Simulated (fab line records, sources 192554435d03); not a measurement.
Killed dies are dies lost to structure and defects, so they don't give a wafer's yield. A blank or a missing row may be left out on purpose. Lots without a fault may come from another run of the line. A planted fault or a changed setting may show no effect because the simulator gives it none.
A struck lot beside a sound one | flow n5_finfet | 16 steps out of a route of 1938
Sound: wafers L993.1, L993.3, L993.5. Struck: wafers L990.1, L990.2, L990.5. The cause comes at the end.
At each step with rows: each side's tool, then ch and its chambers, then its first start. Under that, the readings that differ: sound wafers | struck wafers | difference of the means | sigmas: that difference in standard deviations of wafers without a fault.
alike: readings whose means differ by less than 2 such deviations, and words and numbers that are the same on both sides. not compared: withheld readings, readings that some wafer has no value for, bounds like >300 that may hide the same value, and numbers for which the record gives no deviation and whose values overlap.
The two part at a step that has a row with sigmas, a row that says differs or no value, or rows on one side only. Numbers that don't overlap but have no deviation are shown without sigmas and don't part them. A reading that every wafer of one side lacks parts them only if that side has two wafers or more.

first, 9 steps without rows for these wafers: N5_BEOL_M4_SOFTBAKE_23 (time 60 s); N5_BEOL_M4_EXPOSE_25 (exposes mask V3, defocus 5 nm); N5_BEOL_M4_PEB_26 (peb time 60 s); N5_BEOL_M4_DEVELOP_27 (develop time 30 s); N5_BEOL_M4_DESCUM_33 (chemistry O2, time 7 s); N5_BEOL_M4_ETCH_77 (etches underlayer in N2/H2, target depth 6.5 nm, time 5.2 s); N5_BEOL_M4_ETCH_69 (etches SiARC in CF4, target depth 15.6 nm, time 26 s); N5_BEOL_M4_ALD_98 (deposits SiO2, target thk 2.5 nm, pulse time 1 s, co reactant pulse time 1 s); N5_BEOL_M4_ETCHBACK_99 (etches SiO2 in CHF3, target depth 5 nm, time 10.4 s).
N5_BEOL_M4_ETCH_70: etches SOC in N2/H2, target depth 80 nm, overetch 24 nm, time 130 s.
  sound on rie_diel-05 ch 0,2, day 13 18:02; struck on rie_diel-05 ch 0,3, day 12 12:07
  no value came back on the struck wafers for any of 7 readings (bias_w (W), chamber_pressure_mTorr (mTorr) and others); on the sound wafers bias_w (W) reads 149.3 149.4 150.2
  reading                                         | sound   | struck         | difference | sigmas
  model.CAR-EUV_of_BEOL_M4_COAT_22.thk_nm (nm)    | 0 0 0   | 10.2 10.4 10.2 | +10.3      |
  model.SiARC_of_BEOL_M4_COAT_68.thk_nm (nm)      | 6 5.8 6 | 12 12 12       | +6         |
  model.underlayer_of_BEOL_M4_COAT_76.thk_nm (nm) | 0 0 0   | 5 5 5          | +5         |
  not compared: rf_hours_counter_h
then, 2 steps without rows for these wafers: N5_BEOL_M4_STRIP_71 (strips in N2/H2); N5_BEOL_M4_STRIP_78 (strips in N2/H2).
N5_BEOL_M4_VIA_ETCH_34: etches the open film in C4F6/O2, target depth 69.4 nm, time 65.9 s.
  sound on rie_diel-05 ch 0,2, day 13 18:09; struck on rie_diel-05 ch 0,3, day 12 12:13
  reading               | sound          | struck         | difference | sigmas
  oes_product_au (a.u.) | 0.73 0.69 0.74 | 0.30 0.28 0.28 | -0.43      | -5
  alike: C4F6_flow_sccm, O2_flow_sccm, drypump_motor_current_A, rf_vpp_V, showerhead_plenum_p_Torr, throttle_valve_pct
  not compared: rf_hours_counter_h
then, 1 step without rows for these wafers: N5_BEOL_M4_STRIP_83 (strips in C4F6/O2).
N5_BEOL_M4_RC_MEAS_101:
  the record has rows for the sound wafers here (prober-02 ch 0, day 13 22:45) and none for the struck ones
-- the record jumps here: 5 days lie between the struck wafers' starts before and after (it left off in module BEOL_M4 and takes up again in module PASSIVATION, whose first step shown is number 1936 of the route) --
N5_PASSIVATION_PROBE_49:
  sound on prober-01, day 19 08:46; struck on prober-01, day 17 15:07
  reading                  | sound          | struck         | difference | sigmas
  defect_limited_yield (%) | 88.5 88.5 87.2 | 0 0 0          | -88        | -59
  killed_at_M4_up          | 21 19 14       | 1084 1077 1071 | +1059      | +99 or more
  killed_dies              | 136 136 151    | 1180 1180 1180 | +1039      | +58
  killed_on_rim            | 16 21 24       | 152 152 152    | +132       | +32
  killed_short             | 46 56 56       | 36 38 37       | -16        | -2
  sort_bin_5_function (%)  | 6.8 6.9 7.2    | 96.1 96.1 95.4 | +88.9      | +89
  sort_n_pass              | 1044 1044 1029 | 0 0 0          | -1039      | -58
  sort_yield_pct (%)       | 88.5 88.5 87.2 | 0 0 0          | -88        | -59
  alike: killed_at_M0_to_M3, killed_at_contacts, killed_at_front_end, killed_at_other, killed_open, sort_bin_6_memory

WHERE THEY PART
First at N5_BEOL_M4_ETCH_70; last, within this record, at N5_PASSIVATION_PROBE_49.

WHY: what the simulator had put in
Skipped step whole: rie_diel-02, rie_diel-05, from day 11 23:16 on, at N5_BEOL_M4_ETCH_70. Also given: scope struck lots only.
